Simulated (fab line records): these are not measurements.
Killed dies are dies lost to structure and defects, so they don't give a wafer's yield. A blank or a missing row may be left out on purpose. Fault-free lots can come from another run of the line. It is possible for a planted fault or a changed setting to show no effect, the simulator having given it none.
Chamber matching ; flow n5Finfet ; rieSi-01 running N5_BEOL_M0_SAQP_MANDREL_ETCH_103: 4 sister chambers
The step etches a-Si in HBr/Cl2, stops on SiCN, target depth 45 nm, bt time 10 s, time 27 s. 4 wafers are shown with their chamber, then 8 later ones without.

== WAFERS PAIRED WITH THEIR CHAMBERS ==
wafer;chamber;throttleValvePct (%)
L080.6;3;35.13
L085.2;2;35.33
L085.6;1;34.99
L086.3;0;35.53

== WAFERS WITH NO CHAMBER GIVEN ==
wafer;throttleValvePct (%)
L086.4;35.00
L086.5;35.50
L089.1;35.37
L089.2;35.15
L089.4;34.99
L090.1;35.00
L090.2;35.35
L090.3;35.14

== WHICH CHAMBER EACH ONE RAN IN ==
wafer;from the rows above;in truth
L086.4;1;1
L086.5;0;0
L089.1;2;2
L089.2;3;3
L089.4;1;1
L090.1;1;1
L090.2;2;2
L090.3;3;3
8 of 8 placed correctly. From these rows, 0 cannot be placed. Placed wrongly: 0.
How it was worked out, from the rows above alone: a wafer's distance from a chamber is the root of the sum, over the readings, of the square of ((its reading less the chamber's mean) divided by the reading's scatter). If the next closest chamber is less than 2 further off than the closest, the wafer can't be placed; otherwise it belongs to the closest. The mean given for a chamber averages the wafers shown for that chamber. The scatter (one wafer shown for each chamber): square how far every hidden wafer sits from the nearest shown wafer, average those squares and take the square root.
